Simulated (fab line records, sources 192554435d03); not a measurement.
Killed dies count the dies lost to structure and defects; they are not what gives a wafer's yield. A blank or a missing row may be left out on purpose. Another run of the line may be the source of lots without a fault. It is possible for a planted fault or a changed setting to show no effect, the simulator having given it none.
fab line records ; flow n5_finfet
[record] lots = 24; wafers = 72; last_day = 20
route steps=1938 shown BEOL_M0@739 BEOL_M1@809 BEOL_M2@844
lots with no fault: from the same line, run without faults
start_h: hours from the record's first day to the start of the lot's first wafer shown ; wait_h: hours elapsed since this lot's preceding step ; " same as the row above ; L1.1+2: a single row standing in for several wafers ; - value missing, or start not given ; * or withheld: withheld ; < > ~ a bound
route shown NAME@n: a module of which the file shows steps, and the number in the route of the first ; usual: mean/standard deviation of fault-free wafers ; same: alike in all rows ; chamber/n: place in a boat ; sites: each site's reading ; _std_site: standard deviation across them ; _edge_site: inner sites' mean taken away from outer sites' mean ; radius_mm: how far each site lies from the wafer's centre ; mask NAME#n: copy n ; behind: the most recent tool/chamber to have shaped the wafer ; hold: the reason the lot was held/the length of the hold in hours/how it ended ; device: which transistor (n, p or np) failed to switch ; end of line: tests of these same wafers at the route's end ; where a step has no rows: the recipe by itself ; killed: dies lost to structure and defects at the first sort, not the wafer's yield ; map: per-die view of a wafer (x killed, . not killed, _ where there is no die)
set.NAME: the run value of the setting; set.NAME@STEP: its run value at that earlier step ; model.NAME: the simulator's own value behind a step, which no gauge read
a sample of lots followed through the steps of the route, with each step as a table and each wafer as a row
services: a tool's chamber out of use, with start hour (start_h, from the record's first day; less than 0 if before it), hours out, and reason
[[steps]]
[step N5_BEOL_M0_ANNEAL_135]
[recipe] temp_c = 400; time_s = 60; ambient = vacuum
[usual] heater_power_w = 853/78
lot.wafer;tool;chamber;start_h;wait_h;heater_power_w
L074.2;pvd_sputter-02;-;120.84;0.0;849
L074.4;pvd_sputter-02;-;120.84;0.0;865
L074.6;pvd_sputter-02;-;120.84;0.0;802
L075.2;pvd_sputter-03;-;126.57;0.0;801
L075.4;pvd_sputter-03;-;126.57;0.0;1005
L075.5;pvd_sputter-03;-;126.57;0.0;743
L076.3;pvd_sputter-01;-;133.21;0.0;835
L076.4;pvd_sputter-01;-;133.21;0.0;823
L076.5;pvd_sputter-01;-;133.21;0.0;879
L077.1;pvd_sputter-01;-;136.87;0.0;817
L077.5;pvd_sputter-01;-;136.87;0.0;878
L077.6;pvd_sputter-01;-;136.87;0.0;717
L078.1;pvd_sputter-03;-;141.94;0.0;1024
L078.4;pvd_sputter-03;-;141.94;0.0;802
L078.5;pvd_sputter-03;-;141.94;0.0;817
L079.1;pvd_sputter-01;-;153.45;0.0;838
L079.2;pvd_sputter-01;-;153.45;0.0;868
L079.3;pvd_sputter-01;-;153.45;0.0;847
L080.1;pvd_sputter-02;-;155.70;0.0;840
L080.2;pvd_sputter-02;-;155.70;0.0;808
L080.4;pvd_sputter-02;-;155.70;0.0;929
L081.2;pvd_sputter-02;-;160.16;0.0;955
L081.3;pvd_sputter-02;-;160.16;0.0;799
L081.4;pvd_sputter-02;-;160.16;0.0;829
L083.1;pvd_sputter-01;-;172.40;0.0;717
L083.3;pvd_sputter-01;-;172.40;0.0;825
L083.5;pvd_sputter-01;-;172.40;0.0;883
L082.3;pvd_sputter-02;-;172.51;0.0;823
L082.5;pvd_sputter-02;-;172.51;0.0;935
L082.6;pvd_sputter-02;-;172.51;0.0;802
L084.3;pvd_sputter-01;-;187.31;0.0;824
L084.5;pvd_sputter-01;-;187.31;0.0;840
L084.6;pvd_sputter-01;-;187.31;0.0;706
L085.3;pvd_sputter-02;-;191.90;0.0;784
L085.4;pvd_sputter-02;-;191.90;0.0;941
L085.6;pvd_sputter-02;-;191.90;0.0;945
L086.2;pvd_sputter-01;-;193.62;0.0;831
L086.3;pvd_sputter-01;-;193.62;0.0;832
L086.5;pvd_sputter-01;-;193.62;0.0;836
L087.1;pvd_sputter-03;-;203.81;0.0;778
L087.2;pvd_sputter-03;-;203.81;0.0;810
L087.5;pvd_sputter-03;-;203.81;0.0;809
L088.1;pvd_sputter-03;-;215.61;0.0;1017
L088.3;pvd_sputter-03;-;215.61;0.0;793
L088.6;pvd_sputter-03;-;215.61;0.0;1018
L089.2;pvd_sputter-02;-;216.62;0.0;818
L089.3;pvd_sputter-02;-;216.62;0.0;943
L089.5;pvd_sputter-02;-;216.62;0.0;794
L090.4;pvd_sputter-02;-;219.58;0.0;835
L090.5;pvd_sputter-02;-;219.58;0.0;886
L090.6;pvd_sputter-02;-;219.58;0.0;848
L092.3;pvd_sputter-02;-;224.75;0.0;807
L092.4;pvd_sputter-02;-;224.75;0.0;809
L092.5;pvd_sputter-02;-;224.75;0.0;843
L091.2;pvd_sputter-02;-;233.00;0.0;945
L091.4;pvd_sputter-02;-;233.00;0.0;877
L091.6;pvd_sputter-02;-;233.00;0.0;934
L093.1;pvd_sputter-02;-;235.74;0.0;973
L093.2;pvd_sputter-02;-;235.74;0.0;797
L093.6;pvd_sputter-02;-;235.74;0.0;822
L094.1;pvd_sputter-02;-;237.12;0.0;971
L094.2;pvd_sputter-02;-;237.12;0.0;790
L094.6;pvd_sputter-02;-;237.12;0.0;940
L095.2;pvd_sputter-02;-;241.08;0.0;836
L095.3;pvd_sputter-02;-;241.08;0.0;904
L095.6;pvd_sputter-02;-;241.08;0.0;888
L096.1;pvd_sputter-03;-;248.83;0.0;819
L096.2;pvd_sputter-03;-;248.83;0.0;810
L096.4;pvd_sputter-03;-;248.83;0.0;727
L097.1;pvd_sputter-03;-;264.53;0.0;818
L097.2;pvd_sputter-03;-;264.53;0.0;1007
L097.4;pvd_sputter-03;-;264.53;0.0;742
[step N5_BEOL_M1_DEGAS_44]
[recipe] ambient = vacuum; temp_c = 250; time_s = 60
[usual] heater_power_w = 337/32
lot.wafer;tool;chamber;start_h;wait_h;heater_power_w
L074.2;pvd_sputter-01;-;130.35;0.2;334
L074.4;pvd_sputter-01;-;130.35;0.2;282
L074.6;pvd_sputter-01;-;130.35;0.2;290
L075.2;pvd_sputter-02;-;133.55;0.1;378
L075.4;pvd_sputter-02;-;133.55;0.1;315
L075.5;pvd_sputter-02;-;133.55;0.1;354
L076.3;pvd_sputter-03;-;146.64;0.4;328
L076.4;pvd_sputter-03;-;146.64;0.4;315
L076.5;pvd_sputter-03;-;146.64;0.4;332
L077.1;pvd_sputter-01;-;156.35;0.2;334
L077.5;pvd_sputter-01;-;156.35;0.2;342
L077.6;pvd_sputter-01;-;156.35;0.2;331
L078.1;pvd_sputter-02;-;156.44;0.2;335
L078.4;pvd_sputter-02;-;156.44;0.2;352
L078.5;pvd_sputter-02;-;156.44;0.2;338
L079.1;pvd_sputter-03;-;161.21;0.4;320
L079.2;pvd_sputter-03;-;161.21;0.4;406
L079.3;pvd_sputter-03;-;161.21;0.4;301
L080.1;pvd_sputter-02;-;167.57;0.4;316
L080.2;pvd_sputter-02;-;167.57;0.4;378
L080.4;pvd_sputter-02;-;167.57;0.4;365
L081.2;pvd_sputter-02;-;168.31;0.7;363
L081.3;pvd_sputter-02;-;168.31;0.7;325
L081.4;pvd_sputter-02;-;168.31;0.7;376
L082.3;pvd_sputter-01;-;181.23;0.3;288
L082.5;pvd_sputter-01;-;181.23;0.3;350
L082.6;pvd_sputter-01;-;181.23;0.3;291
L083.1;pvd_sputter-03;-;181.24;0.3;292
L083.3;pvd_sputter-03;-;181.24;0.3;325
L083.5;pvd_sputter-03;-;181.24;0.3;330
L084.3;pvd_sputter-03;-;216.21;0.0;325
L084.5;pvd_sputter-03;-;216.21;0.0;321
L084.6;pvd_sputter-03;-;216.21;0.0;332
L085.3;pvd_sputter-02;-;219.70;0.3;384
L085.4;pvd_sputter-02;-;219.70;0.3;367
L085.6;pvd_sputter-02;-;219.70;0.3;355
L086.2;pvd_sputter-03;-;230.01;0.0;327
L086.3;pvd_sputter-03;-;230.01;0.0;412
L086.5;pvd_sputter-03;-;230.01;0.0;297
L087.1;pvd_sputter-03;-;236.56;0.2;399
L087.2;pvd_sputter-03;-;236.56;0.2;324
L087.5;pvd_sputter-03;-;236.56;0.2;322
L088.1;pvd_sputter-02;-;240.38;0.3;342
L088.3;pvd_sputter-02;-;240.38;0.3;358
L088.6;pvd_sputter-02;-;240.38;0.3;357
L089.2;pvd_sputter-01;-;240.55;0.4;354
L089.3;pvd_sputter-01;-;240.55;0.4;335
L089.5;pvd_sputter-01;-;240.55;0.4;294
L090.4;pvd_sputter-01;-;245.67;0.4;328
L090.5;pvd_sputter-01;-;245.67;0.4;357
L090.6;pvd_sputter-01;-;245.67;0.4;276
L092.3;pvd_sputter-03;-;249.45;0.4;326
L092.4;pvd_sputter-03;-;249.45;0.4;400
L092.5;pvd_sputter-03;-;249.45;0.4;336
L091.2;pvd_sputter-01;-;257.18;0.5;335
L091.4;pvd_sputter-01;-;257.18;0.5;327
L091.6;pvd_sputter-01;-;257.18;0.5;322
L095.2;pvd_sputter-01;-;257.34;0.2;290
L095.3;pvd_sputter-01;-;257.34;0.2;355
L095.6;pvd_sputter-01;-;257.34;0.2;344
L093.1;pvd_sputter-02;-;261.99;0.1;359
L093.2;pvd_sputter-02;-;261.99;0.1;335
L093.6;pvd_sputter-02;-;261.99;0.1;363
L094.1;pvd_sputter-02;-;264.62;0.0;388
L094.2;pvd_sputter-02;-;264.62;0.0;325
L094.6;pvd_sputter-02;-;264.62;0.0;331
L096.1;pvd_sputter-03;-;264.83;0.1;403
L096.2;pvd_sputter-03;-;264.83;0.1;330
L096.4;pvd_sputter-03;-;264.83;0.1;314
L097.1;pvd_sputter-03;-;273.15;0.4;309
L097.2;pvd_sputter-03;-;273.15;0.4;403
L097.4;pvd_sputter-03;-;273.15;0.4;320
[step N5_BEOL_M1_ALD_84]
[recipe] material = TaN; target_thk_a = *; temp_c = 275; ald_precursor_family = PDMAT; ald_co_reactant = NH3; pressure_torr = 3; carrier_flow_sccm = 1500; pulse_time_s = 2; purge_time_s = 3; co_reactant_purge_time_s = 2; co_reactant_pulse_time_s = 3; ald_cycles = 30; precursor_vessel_temp_c = 75; precursor_vessel_pressure_torr = 26.25; precursor_vessel_carrier_sccm = 1000
[usual] heater_power_w = 401/48; precursor_vessel_pressure_torr = 26.24/0.045
lot.wafer;tool;chamber;start_h;wait_h;heater_power_w;precursor_vessel_pressure_torr
L074.2;ald_metal-04;3;130.45;0.0;463;26.23
L074.4;ald_metal-04;1;130.45;0.0;438;26.25
L074.6;ald_metal-04;0;130.45;0.0;416;26.30
L075.2;ald_metal-01;2;133.69;0.1;429;26.23
L075.4;ald_metal-01;3;133.69;0.1;427;26.20
L075.5;ald_metal-01;3;133.69;0.1;420;26.24
L076.3;ald_metal-03;3;146.75;0.1;304;26.27
L076.4;ald_metal-03;1;146.75;0.1;392;26.17
L076.5;ald_metal-03;1;146.75;0.1;409;26.19
L077.1;ald_metal-04;2;156.68;0.3;363;26.11
L077.5;ald_metal-04;3;156.68;0.3;450;26.31
L077.6;ald_metal-04;2;156.68;0.3;360;26.20
L078.1;ald_metal-03;2;156.77;0.3;499;26.23
L078.4;ald_metal-03;1;156.77;0.3;411;26.23
L078.5;ald_metal-03;1;156.77;0.3;400;26.20
L079.1;ald_metal-01;0;161.46;0.2;351;26.26
L079.2;ald_metal-01;2;161.46;0.2;441;26.24
L079.3;ald_metal-01;1;161.46;0.2;352;26.27
L080.1;ald_metal-04;3;167.71;0.1;475;26.38
L080.2;ald_metal-04;1;167.71;0.1;433;26.22
L080.4;ald_metal-04;2;167.71;0.1;357;26.20
L081.2;ald_metal-04;2;168.43;0.1;370;26.23
L081.3;ald_metal-04;3;168.43;0.1;463;26.25
L081.4;ald_metal-04;2;168.43;0.1;362;26.23
L082.3;ald_metal-04;3;181.33;0.0;456;26.20
L082.5;ald_metal-04;2;181.33;0.0;362;26.21
L082.6;ald_metal-04;1;181.33;0.0;439;26.27
L083.1;ald_metal-01;2;181.34;0.0;429;26.19
L083.3;ald_metal-01;0;181.34;0.0;363;26.28
L083.5;ald_metal-01;0;181.34;0.0;356;26.24
L084.3;ald_metal-01;1;216.31;0.0;363;26.21
L084.5;ald_metal-01;0;216.31;0.0;352;26.30
L084.6;ald_metal-01;1;216.31;0.0;362;26.14
L085.3;ald_metal-01;0;219.80;0.0;345;26.22
L085.4;ald_metal-01;3;219.80;0.0;426;26.19
L085.6;ald_metal-01;0;219.80;0.0;363;26.27
L086.2;ald_metal-01;3;230.11;0.0;419;26.16
L086.3;ald_metal-01;1;230.11;0.0;354;26.23
L086.5;ald_metal-01;3;230.11;0.0;426;26.20
L087.1;ald_metal-04;1;236.66;0.0;427;26.19
L087.2;ald_metal-04;3;236.66;0.0;464;26.27
L087.5;ald_metal-04;2;236.66;0.0;357;26.24
L088.1;ald_metal-01;1;240.48;0.0;361;26.28
L088.3;ald_metal-01;0;240.48;0.0;357;26.23
L088.6;ald_metal-01;1;240.48;0.0;356;26.22
L089.2;ald_metal-03;2;240.68;0.1;491;26.29
L089.3;ald_metal-03;1;240.68;0.1;407;26.25
L089.5;ald_metal-03;1;240.68;0.1;409;26.26
L090.4;ald_metal-03;2;245.79;0.1;489;26.27
L090.5;ald_metal-03;1;245.79;0.1;408;26.21
L090.6;ald_metal-03;2;245.79;0.1;510;26.22
L092.3;ald_metal-01;3;249.59;0.1;430;26.22
L092.4;ald_metal-01;1;249.59;0.1;354;26.32
L092.5;ald_metal-01;3;249.59;0.1;418;26.29
L091.2;ald_metal-03;0;257.30;0.1;363;26.30
L091.4;ald_metal-03;2;257.30;0.1;508;26.34
L091.6;ald_metal-03;0;257.30;0.1;358;26.25
L095.2;ald_metal-01;3;257.67;0.3;426;26.23
L095.3;ald_metal-01;0;257.67;0.3;358;26.29
L095.6;ald_metal-01;3;257.67;0.3;429;26.20
L093.1;ald_metal-03;0;262.11;0.1;367;26.21
L093.2;ald_metal-03;1;262.11;0.1;411;26.26
L093.6;ald_metal-03;1;262.11;0.1;414;26.32
L094.1;ald_metal-01;1;264.72;0.0;368;26.22
L094.2;ald_metal-01;3;264.72;0.0;426;26.24
L094.6;ald_metal-01;2;264.72;0.0;434;26.28
L096.1;ald_metal-01;0;264.93;0.0;355;26.20
L096.2;ald_metal-01;3;264.93;0.0;424;26.28
L096.4;ald_metal-01;1;264.93;0.0;358;26.26
L097.1;ald_metal-01;2;273.25;0.0;445;26.28
L097.2;ald_metal-01;1;273.25;0.0;363;26.25
L097.4;ald_metal-01;0;273.25;0.0;362;26.24
[step N5_BEOL_M1_SURFACE_TREAT_85]
[recipe] gas = Ar; time_s = *; ion_energy_ev = *; ion_current_ma_cm2 = 0.5; pressure_mtorr = *; ar_flow_sccm = 30
[usual] throttle_valve_pct = *
lot.wafer;tool;chamber;start_h;wait_h;throttle_valve_pct
L074.2;pvd_sputter-03;-;130.87;0.3;*
L074.4;pvd_sputter-03;-;130.87;0.3;*
L074.6;pvd_sputter-03;-;130.87;0.3;*
L075.2;pvd_sputter-02;-;134.01;0.2;*
L075.4;pvd_sputter-02;-;134.01;0.2;*
L075.5;pvd_sputter-02;-;134.01;0.2;*
L076.3;pvd_sputter-03;-;147.14;0.3;*
L076.4;pvd_sputter-03;-;147.14;0.3;*
L076.5;pvd_sputter-03;-;147.14;0.3;*
L077.1;pvd_sputter-02;-;156.92;0.1;*
L077.5;pvd_sputter-02;-;156.92;0.1;*
L077.6;pvd_sputter-02;-;156.92;0.1;*
L078.1;pvd_sputter-02;-;157.28;0.4;*
L078.4;pvd_sputter-02;-;157.28;0.4;*
L078.5;pvd_sputter-02;-;157.28;0.4;*
L079.1;pvd_sputter-02;-;161.70;0.1;*
L079.2;pvd_sputter-02;-;161.70;0.1;*
L079.3;pvd_sputter-02;-;161.70;0.1;*
L080.1;pvd_sputter-03;-;168.19;0.4;*
L080.2;pvd_sputter-03;-;168.19;0.4;*
L080.4;pvd_sputter-03;-;168.19;0.4;*
L081.2;pvd_sputter-03;-;170.37;1.8;*
L081.3;pvd_sputter-03;-;170.37;1.8;*
L081.4;pvd_sputter-03;-;170.37;1.8;*
L082.3;pvd_sputter-03;-;181.68;0.2;*
L082.5;pvd_sputter-03;-;181.68;0.2;*
L082.6;pvd_sputter-03;-;181.68;0.2;*
L083.1;pvd_sputter-01;-;181.71;0.3;*
L083.3;pvd_sputter-01;-;181.71;0.3;*
L083.5;pvd_sputter-01;-;181.71;0.3;*
L084.3;pvd_sputter-03;-;216.64;0.2;*
L084.5;pvd_sputter-03;-;216.64;0.2;*
L084.6;pvd_sputter-03;-;216.64;0.2;*
L085.3;pvd_sputter-03;-;220.04;0.1;*
L085.4;pvd_sputter-03;-;220.04;0.1;*
L085.6;pvd_sputter-03;-;220.04;0.1;*
L086.2;pvd_sputter-03;-;230.37;0.2;*
L086.3;pvd_sputter-03;-;230.37;0.2;*
L086.5;pvd_sputter-03;-;230.37;0.2;*
L087.1;pvd_sputter-03;-;237.08;0.3;*
L087.2;pvd_sputter-03;-;237.08;0.3;*
L087.5;pvd_sputter-03;-;237.08;0.3;*
L088.1;pvd_sputter-03;-;240.92;0.3;*
L088.3;pvd_sputter-03;-;240.92;0.3;*
L088.6;pvd_sputter-03;-;240.92;0.3;*
L089.2;pvd_sputter-03;-;240.96;0.2;*
L089.3;pvd_sputter-03;-;240.96;0.2;*
L089.5;pvd_sputter-03;-;240.96;0.2;*
L090.4;pvd_sputter-01;-;246.23;0.3;*
L090.5;pvd_sputter-01;-;246.23;0.3;*
L090.6;pvd_sputter-01;-;246.23;0.3;*
L092.3;pvd_sputter-03;-;249.91;0.2;*
L092.4;pvd_sputter-03;-;249.91;0.2;*
L092.5;pvd_sputter-03;-;249.91;0.2;*
L091.2;pvd_sputter-01;-;257.58;0.2;*
L091.4;pvd_sputter-01;-;257.58;0.2;*
L091.6;pvd_sputter-01;-;257.58;0.2;*
L095.2;pvd_sputter-03;-;258.62;0.9;*
L095.3;pvd_sputter-03;-;258.62;0.9;*
L095.6;pvd_sputter-03;-;258.62;0.9;*
L093.1;pvd_sputter-03;-;262.36;0.2;*
L093.2;pvd_sputter-03;-;262.36;0.2;*
L093.6;pvd_sputter-03;-;262.36;0.2;*
L094.1;pvd_sputter-03;-;265.07;0.3;*
L094.2;pvd_sputter-03;-;265.07;0.3;*
L094.6;pvd_sputter-03;-;265.07;0.3;*
L096.1;pvd_sputter-02;-;265.16;0.1;*
L096.2;pvd_sputter-02;-;265.16;0.1;*
L096.4;pvd_sputter-02;-;265.16;0.1;*
L097.1;pvd_sputter-02;-;273.54;0.2;*
L097.2;pvd_sputter-02;-;273.54;0.2;*
L097.4;pvd_sputter-02;-;273.54;0.2;*
[step N5_BEOL_M1_ANNEAL_82]
[recipe] temp_c = 400; time_s = 240; ambient = vacuum
[usual] heater_power_w = 855/85
lot.wafer;tool;chamber;start_h;wait_h;heater_power_w
L074.2;pvd_sputter-02;-;131.73;0.0;889
L074.4;pvd_sputter-02;-;131.73;0.0;816
L074.6;pvd_sputter-02;-;131.73;0.0;828
L075.2;pvd_sputter-03;-;134.90;0.0;798
L075.4;pvd_sputter-03;-;134.90;0.0;1009
L075.5;pvd_sputter-03;-;134.90;0.0;814
L076.3;pvd_sputter-03;-;148.08;0.0;785
L076.4;pvd_sputter-03;-;148.08;0.0;1009
L076.5;pvd_sputter-03;-;148.08;0.0;796
L077.1;pvd_sputter-02;-;157.88;0.0;838
L077.5;pvd_sputter-02;-;157.88;0.0;914
L077.6;pvd_sputter-02;-;157.88;0.0;840
L078.1;pvd_sputter-03;-;159.57;0.0;1026
L078.4;pvd_sputter-03;-;159.57;0.0;722
L078.5;pvd_sputter-03;-;159.57;0.0;788
L079.1;pvd_sputter-03;-;162.71;0.0;1014
L079.2;pvd_sputter-03;-;162.71;0.0;819
L079.3;pvd_sputter-03;-;162.71;0.0;752
L080.1;pvd_sputter-02;-;168.99;0.0;772
L080.2;pvd_sputter-02;-;168.99;0.0;843
L080.4;pvd_sputter-02;-;168.99;0.0;962
L081.2;pvd_sputter-03;-;171.13;0.0;734
L081.3;pvd_sputter-03;-;171.13;0.0;990
L081.4;pvd_sputter-03;-;171.13;0.0;722
L082.3;pvd_sputter-03;-;182.46;0.0;739
L082.5;pvd_sputter-03;-;182.46;0.0;755
L082.6;pvd_sputter-03;-;182.46;0.0;828
L083.1;pvd_sputter-02;-;183.46;0.0;896
L083.3;pvd_sputter-02;-;183.46;0.0;825
L083.5;pvd_sputter-02;-;183.46;0.0;803
L084.3;pvd_sputter-02;-;217.38;0.0;792
L084.5;pvd_sputter-02;-;217.38;0.0;958
L084.6;pvd_sputter-02;-;217.38;0.0;783
L085.3;pvd_sputter-02;-;220.87;0.0;803
L085.4;pvd_sputter-02;-;220.87;0.0;909
L085.6;pvd_sputter-02;-;220.87;0.0;820
L086.2;pvd_sputter-02;-;231.14;0.0;955
L086.3;pvd_sputter-02;-;231.14;0.0;794
L086.5;pvd_sputter-02;-;231.14;0.0;790
L087.1;pvd_sputter-02;-;237.84;0.0;777
L087.2;pvd_sputter-02;-;237.84;0.0;827
L087.5;pvd_sputter-02;-;237.84;0.0;802
L088.1;pvd_sputter-01;-;241.77;0.0;835
L088.3;pvd_sputter-01;-;241.77;0.0;850
L088.6;pvd_sputter-01;-;241.77;0.0;810
L089.2;pvd_sputter-03;-;243.48;0.0;826
L089.3;pvd_sputter-03;-;243.48;0.0;797
L089.5;pvd_sputter-03;-;243.48;0.0;733
L090.4;pvd_sputter-03;-;246.97;0.0;803
L090.5;pvd_sputter-03;-;246.97;0.0;806
L090.6;pvd_sputter-03;-;246.97;0.0;1037
L092.3;pvd_sputter-02;-;251.88;0.0;955
L092.4;pvd_sputter-02;-;251.88;0.0;856
L092.5;pvd_sputter-02;-;251.88;0.0;958
L091.2;pvd_sputter-01;-;258.46;0.0;808
L091.4;pvd_sputter-01;-;258.46;0.0;711
L091.6;pvd_sputter-01;-;258.46;0.0;717
L093.1;pvd_sputter-02;-;263.10;0.0;834
L093.2;pvd_sputter-02;-;263.10;0.0;925
L093.6;pvd_sputter-02;-;263.10;0.0;810
L094.1;pvd_sputter-02;-;265.81;0.0;825
L094.2;pvd_sputter-02;-;265.81;0.0;904
L094.6;pvd_sputter-02;-;265.81;0.0;972
L096.1;pvd_sputter-02;-;267.69;0.0;905
L096.2;pvd_sputter-02;-;267.69;0.0;789
L096.4;pvd_sputter-02;-;267.69;0.0;938
L095.2;pvd_sputter-01;-;271.20;0.0;901
L095.3;pvd_sputter-01;-;271.20;0.0;809
L095.6;pvd_sputter-01;-;271.20;0.0;842
L097.1;pvd_sputter-02;-;274.38;0.0;948
L097.2;pvd_sputter-02;-;274.38;0.0;784
L097.4;pvd_sputter-02;-;274.38;0.0;841
[step N5_BEOL_M2_HM_DEP_02]
[recipe] material = TiN; target_thk_a = 200; temp_c = 25; chamber_pressure_pa = 0.49996
[usual] chamber_pressure_pa = 0.5000/0.0011; substrate_temp_c = 24.98/0.1; throttle_valve_pct = 29.7/0.74
lot.wafer;tool;chamber;start_h;wait_h;chamber_pressure_pa;substrate_temp_c;throttle_valve_pct
L074.2;pvd_sputter-01;-;136.15;1.9;0.5005;24.90;29.9
L074.4;pvd_sputter-01;-;136.15;1.9;0.5022;24.78;28.3
L074.6;pvd_sputter-01;-;136.15;1.9;0.5005;24.98;30.1
L075.2;pvd_sputter-03;-;139.90;1.6;0.4991;25.09;29.7
L075.4;pvd_sputter-03;-;139.90;1.6;0.4994;24.91;29.1
L075.5;pvd_sputter-03;-;139.90;1.6;0.5003;25.01;30.5
L076.3;pvd_sputter-01;-;152.01;1.4;0.4993;24.98;30.2
L076.4;pvd_sputter-01;-;152.01;1.4;0.5000;25.05;29.9
L076.5;pvd_sputter-01;-;152.01;1.4;0.4992;24.91;28.4
L077.1;pvd_sputter-01;-;160.85;0.5;0.4997;24.91;30.2
L077.5;pvd_sputter-01;-;160.85;0.5;0.4990;24.98;30.0
L077.6;pvd_sputter-01;-;160.85;0.5;0.5012;24.97;31.1
L078.1;pvd_sputter-02;-;163.86;1.6;0.4995;25.03;29.8
L078.4;pvd_sputter-02;-;163.86;1.6;0.4989;25.01;29.2
L078.5;pvd_sputter-02;-;163.86;1.6;0.4984;25.08;29.6
L079.1;pvd_sputter-03;-;166.97;1.8;0.5001;25.05;29.8
L079.2;pvd_sputter-03;-;166.97;1.8;0.5001;24.90;30.7
L079.3;pvd_sputter-03;-;166.97;1.8;0.5013;24.89;29.2
L080.1;pvd_sputter-02;-;171.71;0.2;0.4982;24.84;30.1
L080.2;pvd_sputter-02;-;171.71;0.2;0.4992;25.13;29.6
L080.4;pvd_sputter-02;-;171.71;0.2;0.4999;24.97;29.5
L081.2;pvd_sputter-01;-;177.11;3.5;0.5003;24.94;28.2
L081.3;pvd_sputter-01;-;177.11;3.5;0.4998;25.05;30.0
L081.4;pvd_sputter-01;-;177.11;3.5;0.5001;25.05;31.3
L082.3;pvd_sputter-02;-;185.38;0.3;0.5011;24.85;29.1
L082.5;pvd_sputter-02;-;185.38;0.3;0.4999;24.96;29.7
L082.6;pvd_sputter-02;-;185.38;0.3;0.5002;24.85;28.9
L083.1;pvd_sputter-03;-;187.64;1.7;0.5018;24.91;29.1
L083.3;pvd_sputter-03;-;187.64;1.7;0.5002;24.90;28.9
L083.5;pvd_sputter-03;-;187.64;1.7;0.5012;25.06;29.4
L084.3;pvd_sputter-03;-;219.94;0.0;0.5000;24.82;30.7
L084.5;pvd_sputter-03;-;219.94;0.0;0.5022;24.99;29.5
L084.6;pvd_sputter-03;-;219.94;0.0;0.4988;24.92;29.9
L085.3;pvd_sputter-02;-;223.42;0.0;0.4999;25.30;30.2
L085.4;pvd_sputter-02;-;223.42;0.0;0.5007;25.04;29.7
L085.6;pvd_sputter-02;-;223.42;0.0;0.5012;25.14;29.6
L086.2;pvd_sputter-02;-;234.34;0.7;0.4998;24.97;29.0
L086.3;pvd_sputter-02;-;234.34;0.7;0.4990;24.97;30.0
L086.5;pvd_sputter-02;-;234.34;0.7;0.4999;24.92;30.1
L087.1;pvd_sputter-02;-;240.66;0.2;0.5003;24.94;29.8
L087.2;pvd_sputter-02;-;240.66;0.2;0.5002;25.06;29.0
L087.5;pvd_sputter-02;-;240.66;0.2;0.5009;24.76;29.9
L088.1;pvd_sputter-01;-;245.41;1.1;0.5011;24.98;30.0
L088.3;pvd_sputter-01;-;245.41;1.1;0.4998;24.98;31.2
L088.6;pvd_sputter-01;-;245.41;1.1;0.5013;25.09;28.0
L089.2;pvd_sputter-01;-;246.39;0.4;0.4999;25.00;28.2
L089.3;pvd_sputter-01;-;246.39;0.4;0.4997;25.11;31.1
L089.5;pvd_sputter-01;-;246.39;0.4;0.5010;24.93;29.8
L090.4;pvd_sputter-03;-;249.77;0.3;0.4988;24.94;30.1
L090.5;pvd_sputter-03;-;249.77;0.3;0.4987;24.90;30.4
L090.6;pvd_sputter-03;-;249.77;0.3;0.4990;25.19;29.8
L092.3;pvd_sputter-01;-;256.56;1.3;0.5003;24.99;31.1
L092.4;pvd_sputter-01;-;256.56;1.3;0.5002;24.94;29.9
L092.5;pvd_sputter-01;-;256.56;1.3;0.5013;25.02;29.9
L091.2;pvd_sputter-02;-;261.49;0.6;0.5009;25.22;29.9
L091.4;pvd_sputter-02;-;261.49;0.6;0.5007;25.04;30.2
L091.6;pvd_sputter-02;-;261.49;0.6;0.5002;24.90;29.7
L093.1;pvd_sputter-03;-;267.47;1.6;0.4991;24.91;29.3
L093.2;pvd_sputter-03;-;267.47;1.6;0.4996;25.20;29.8
L093.6;pvd_sputter-03;-;267.47;1.6;0.4991;25.02;29.8
L094.1;pvd_sputter-03;-;268.79;0.5;0.4993;24.93;29.3
L094.2;pvd_sputter-03;-;268.79;0.5;0.5002;24.93;30.6
L094.6;pvd_sputter-03;-;268.79;0.5;0.4986;24.99;29.4
L096.1;pvd_sputter-02;-;270.22;0.0;0.5024;25.09;29.7
L096.2;pvd_sputter-02;-;270.22;0.0;0.5014;24.99;29.1
L096.4;pvd_sputter-02;-;270.22;0.0;0.4996;24.73;30.2
L095.2;pvd_sputter-03;-;274.11;0.4;0.4990;24.95;30.6
L095.3;pvd_sputter-03;-;274.11;0.4;0.5003;25.07;29.2
L095.6;pvd_sputter-03;-;274.11;0.4;0.5018;25.01;29.0
L097.1;pvd_sputter-01;-;276.89;0.0;0.5006;24.97;31.2
L097.2;pvd_sputter-01;-;276.89;0.0;0.4973;24.89;30.1
L097.4;pvd_sputter-01;-;276.89;0.0;0.5010;25.14;30.2
[[services]]
tool;chamber;start_h;hours;kind
pvd_sputter-01;-;133.60;1.9;repair
pvd_sputter-01;-;143.27;4.6;repair
ald_metal-04;0;161.70;29.6;repair
ald_metal-01;-;210.02;1.2;pm
ald_metal-03;0;214.25;-;calibration
ald_metal-04;0;220.13;4.8;repair
ald_metal-04;-;222.03;1.1;repair
ald_metal-03;-;268.29;2.8;pm
[[key]]
fault none
